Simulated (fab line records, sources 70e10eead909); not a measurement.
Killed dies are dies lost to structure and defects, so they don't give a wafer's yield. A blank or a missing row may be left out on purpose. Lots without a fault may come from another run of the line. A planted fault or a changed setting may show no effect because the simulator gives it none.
fab line records | flow nand_harc
record lots=5 wafers=15 last_day=33
route steps=1302 shown P_ZERO_WELL@44
lots that met no fault: from a run of the same line without faults
start_h: hours from the record's first day to the start of the lot's first wafer shown | wait_h: hours since the lot's step before | " the same as in the row above | L1.1+2: a row that stands for several wafers | - no value, or no start given | * or withheld: withheld | < > ~ a bound
route shown NAME@n: a module of which the file shows steps, and the number in the route of the first | usual: mean/standard deviation of fault-free wafers | same: alike in all rows | chamber/n: place in a boat | sites: the reading at each site | _std_site: their standard deviation | _edge_site: outer sites' mean less inner sites' | radius_mm: how far each site lies from the wafer's centre | mask NAME#n: copy n | behind: the tool/chamber that last shaped the wafer | hold: why the lot was held/for how many hours/how that ended | device: the transistor (n, p or np) that didn't switch | end of line: the same wafers' tests at the end of the route | a step without rows: its recipe alone | killed: dies lost to structure and defects at the first sort, not the wafer's yield | map: a wafer's dies, x killed, . not, _ none there
set.NAME: the setting as run; set.NAME@STEP: as run at that earlier step | model.NAME: the simulator's own value behind a step, which no gauge read
lots at some steps of the route; a table a step, a row a wafer
services: from which hour (start_h, from the record's first day; less than 0 if before it) a tool's chamber was out of use, for how many hours, and why
## steps
# step NHARC_P_ZERO_WELL_CD_MEAS_37
# recipe target_cd_nm=720 landing_energy_ev=500
# usual cd_nm=719.4/1.6
# columns lot.wafer tool chamber start_h wait_h cd_nm
L125.1 cd_sem-02 0 64.12 - 721.5
L125.5 " 0 " " 721.5
L125.6 " 0 " " 718.9
L126.2 cd_sem-02 0 74.51 - 719.9
L126.3 " 0 " " 719.7
L126.5 " 0 " " 719.0
L133.1 cd_sem-03 0 144.95 - 720.1
L133.3 " 0 " " 721.1
L133.5 " 0 " " 718.7
L141.1 cd_sem-02 0 227.45 - 722.3
L141.2 " 0 " " 717.6
L141.3 " 0 " " 719.4
L144.2 cd_sem-02 0 254.33 - 722.2
L144.4 " 0 " " 721.5
L144.6 " 0 " " 720.2
# step NHARC_P_ZERO_WELL_HARDBAKE_38
# recipe temp_c=125 time_s=80
# step NHARC_P_ZERO_WELL_DESCUM_39
# recipe time_s=3 o2_flow_sccm=200 ar_flow_sccm=0 bias_power_w=0 chemistry=O2
# usual drypump_motor_current_A=5.7/0.5 oes_product_au=1.000/0.0091 rf_vpp_V=57.8/0.85 showerhead_plenum_p_Torr=1.93/0.055 throttle_valve_pct=11.310/0.0094
# columns lot.wafer tool chamber start_h wait_h drypump_motor_current_A oes_product_au rf_hours_counter_h rf_vpp_V showerhead_plenum_p_Torr throttle_valve_pct
L125.1 rie_diel-12 2 64.29 - 5.7 0.987 43 58.7 1.95 11.309
L125.5 " 1 " " 5.9 0.985 - 58.1 1.93 11.303
L125.6 " 2 " " 5.8 0.987 - 58.4 1.95 11.305
L126.3 rie_diel-10 0 74.67 - 5.6 0.985 0 55.2 1.82 11.318
L126.2 " 3 " " 5.0 0.990 0 58.7 1.99 11.324
L126.5 " 1 " " 6.5 1.002 - 57.3 1.94 11.296
L133.3 rie_diel-12 3 145.11 - 6.0 1.004 13 59.0 1.97 11.293
L133.1 " 0 " " 6.1 1.004 12 57.8 1.89 11.333
L133.5 " 0 " " 6.1 1.013 - 57.9 1.89 11.303
L141.3 rie_diel-10 1 227.61 - 6.5 1.018 43 58.5 1.92 11.313
L141.2 " 2 " " 6.0 1.014 44 58.5 2.01 11.311
L141.1 " 0 " " 5.7 1.001 52 58.5 1.80 11.296
L144.4 rie_diel-06 0 254.50 - 6.3 1.015 37 58.0 1.96 11.298
L144.2 " 2 " " 4.6 0.996 37 58.3 1.96 11.312
L144.6 " 3 " " 5.3 1.007 - 57.9 1.90 11.302
# step NHARC_P_ZERO_WELL_IMPLANT_40
# recipe energy_kev=300 dose_cm2=1e+13 tilt_deg=7
# step NHARC_P_ZERO_WELL_IMPLANT_59
# recipe energy_kev=120 dose_cm2=5e+12 tilt_deg=7
# step NHARC_P_ZERO_WELL_IMPLANT_60
# recipe energy_kev=30 dose_cm2=2e+12 tilt_deg=7
# step NHARC_P_ZERO_WELL_STRIP_41
# recipe time_s=840 temp_c=130 chemistry=SPM
# step NHARC_P_ZERO_WELL_DEHYDRATE_44
# recipe temp_c=150 time_s=120
# step NHARC_P_ZERO_WELL_HMDS_45
# recipe time_s=30
# step NHARC_P_ZERO_WELL_COAT_46
# recipe spin_rpm=withheld
# step NHARC_P_ZERO_WELL_SOFTBAKE_47
# recipe temp_c=122 time_s=95
# step NHARC_P_ZERO_WELL_EBR_48
# step NHARC_P_ZERO_WELL_EXPOSE_49
# recipe na=0.6 target_cd_nm=2000 dose_mj=22.64 mask_id=P_HVPW
# usual exposure_dose_mJ_cm2=22.641/0.022
# same na=0.6
# columns lot.wafer tool chamber start_h wait_h mask exposure_dose_mJ_cm2
L125.1 krf_scanner-02 0 65.47 - P_HVPW#0 22.635
L125.5 " 0 " " P_HVPW#0 22.631
L125.6 " 0 " " P_HVPW#0 22.617
L126.2 krf_scanner-01 0 76.00 - P_HVPW#0 22.616
L126.3 " 0 " " P_HVPW#0 22.643
L126.5 " 0 " " P_HVPW#0 22.652
L133.1 krf_scanner-02 0 146.44 - P_HVPW_R1#0 22.639
L133.3 " 0 " " P_HVPW_R1#0 22.699
L133.5 " 0 " " P_HVPW_R1#0 22.666
L141.1 krf_scanner-02 0 228.93 - P_HVPW#0 22.646
L141.2 " 0 " " P_HVPW#0 22.633
L141.3 " 0 " " P_HVPW#0 22.681
L144.2 krf_scanner-01 0 255.80 - P_HVPW#0 22.630
L144.4 " 0 " " P_HVPW#0 22.609
L144.6 " 0 " " P_HVPW#0 22.645
# step NHARC_P_ZERO_WELL_PEB_50
# recipe peb_temp_c=118 peb_time_s=85
# step NHARC_P_ZERO_WELL_DEVELOP_51
# recipe time_s=70
# step NHARC_P_ZERO_WELL_CD_MEAS_52
# recipe target_cd_nm=2000 landing_energy_ev=500
# usual cd_nm=1999.6/1.9
# columns lot.wafer tool chamber start_h wait_h cd_nm
L125.1 cd_sem-01 0 65.63 - 2001.9
L125.5 " 0 " " 2000.8
L125.6 " 0 " " 1999.0
L126.2 cd_sem-03 0 76.15 - 2000.5
L126.3 " 0 " " 1998.9
L126.5 " 0 " " 2002.1
L133.1 cd_sem-02 0 146.61 - 1629.0
L133.3 " 0 " " 1628.1
L133.5 " 0 " " 1628.2
L141.1 cd_sem-03 0 229.09 - 2001.5
L141.2 " 0 " " 1998.7
L141.3 " 0 " " 1998.1
L144.2 cd_sem-03 0 255.96 - 1999.2
L144.4 " 0 " " 2000.0
L144.6 " 0 " " 1996.8
# step NHARC_P_ZERO_WELL_HARDBAKE_53
# recipe temp_c=125 time_s=80
# step NHARC_P_ZERO_WELL_DESCUM_54
# recipe time_s=3 o2_flow_sccm=200 ar_flow_sccm=0 bias_power_w=0 chemistry=O2
# usual drypump_motor_current_A=5.8/0.51 oes_product_au=1.002/0.0087 rf_vpp_V=57.9/0.82 showerhead_plenum_p_Torr=1.93/0.056 throttle_valve_pct=11.311/0.0089
# columns lot.wafer tool chamber start_h wait_h drypump_motor_current_A oes_product_au rf_hours_counter_h rf_vpp_V showerhead_plenum_p_Torr throttle_valve_pct model.P_ZERO_WELL.cd_nm
L125.1 rie_diel-12 3 65.80 - 6.0 1.004 43 59.0 1.97 11.312 2001
L125.6 " 2 " " 5.8 0.976 - 58.9 1.95 11.311 1999
L125.5 " 3 " " 6.0 0.995 - 58.3 1.97 11.300 2000
L126.3 rie_diel-12 1 76.31 - 5.9 0.993 39 58.9 1.93 11.310 1999
L126.2 " 0 " " 6.1 0.996 41 57.2 1.89 11.299 2000
L126.5 " 2 " " 5.8 0.989 - 58.1 1.95 11.323 2002
L133.3 rie_diel-10 1 146.77 - 6.5 1.010 23 58.6 1.93 11.313 1628
L133.1 " 2 " " 6.0 1.000 25 57.0 2.01 11.296 1629
L133.5 " 2 " " 5.9 1.004 - 57.6 2.01 11.303 1628
L141.3 rie_diel-10 0 229.28 - 5.6 0.998 53 57.2 1.80 11.312 1998
L141.2 " 1 " " 6.5 1.018 44 57.6 1.92 11.324 1999
L141.1 " 2 " " 5.9 1.027 44 58.3 2.01 11.300 2001
L144.2 rie_diel-12 3 256.11 - 6.0 0.998 51 58.2 1.95 11.304 1999
L144.4 " 3 " " 6.0 0.999 - 57.6 1.95 11.310 2000
L144.6 " 1 " " 5.9 0.999 - 57.8 1.91 11.308 1998
# step NHARC_P_ZERO_WELL_IMPLANT_55
# recipe energy_kev=180 dose_cm2=8e+11 tilt_deg=7
## services
# columns tool chamber start_h hours kind
rie_diel-12 1 41.82 7.0 repair
rie_diel-06 1 53.94 19.6 repair
rie_diel-12 - 59.50 0.3 repair
rie_diel-10 - 65.53 9.0 pm
rie_diel-10 3 76.84 9.1 repair
rie_diel-10 2 77.01 2.6 repair
rie_diel-10 1 82.18 4.8 repair
krf_scanner-01 - 87.17 0.4 repair
rie_diel-12 - 92.82 9.0 pm
krf_scanner-02 - 94.00 4.0 pm
krf_scanner-02 - 125.07 0.7 repair
rie_diel-06 - 132.56 9.0 pm
krf_scanner-01 - 149.35 4.0 pm
rie_diel-12 - 150.04 0.6 repair
krf_scanner-02 - 155.64 1.2 repair
rie_diel-10 1 174.13 8.7 repair
rie_diel-10 2 174.26 11.2 repair
rie_diel-06 - 177.41 0.1 repair
rie_diel-12 - 193.82 1.0 repair
rie_diel-12 0 198.39 11.0 repair
krf_scanner-02 - 236.71 1.9 repair
rie_diel-10 - 242.59 9.0 pm
krf_scanner-02 - 254.01 0.1 repair
rie_diel-12 2 255.26 8.2 repair
## key
first_sign step=NHARC_P_ZERO_WELL_EXPOSE_49 reading=mask direction=changed
effect step=NHARC_P_ZERO_WELL_CD_MEAS_52 reading=cd_nm direction=down sigmas=99+ usual=1999.6 struck=1628.4
model_effect step=NHARC_P_ZERO_WELL_DESCUM_54 value=P_ZERO_WELL.cd_nm without=2000 struck=1629
met_at NHARC_P_ZERO_WELL_EXPOSE_49
struck_wafers L133.1,L133.3,L133.5
later_rows_left_out L133.1,L133.3,L133.5
sort_left_out L133.1,L133.3,L133.5
tester_left_out L133
onset_between 65.47 146.44
fault kind=wrong_mask tool=any chamber=- onset_h=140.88 steps=NHARC_P_ZERO_WELL_EXPOSE_49 aux_copy=P_HVPW_R1#0 cd_offset_nm=-371.18 scope=struck_lots_only
# tester_left_out: of these lots the tester's yield and bins aren't shown, on N5 and GAA mostly nor the transistor test; their killed dies are dies lost to structure and defects alone, not to doping, threshold or leakage, so they don't give the yield
# sort_left_out: the simulated sort isn't trusted on such a fault, so these wafers' sort isn't shown, and their yield isn't known
# later_rows_left_out: the simulator's readings of these wafers behind a module that went badly wrong aren't trusted and aren't shown, but for the sort
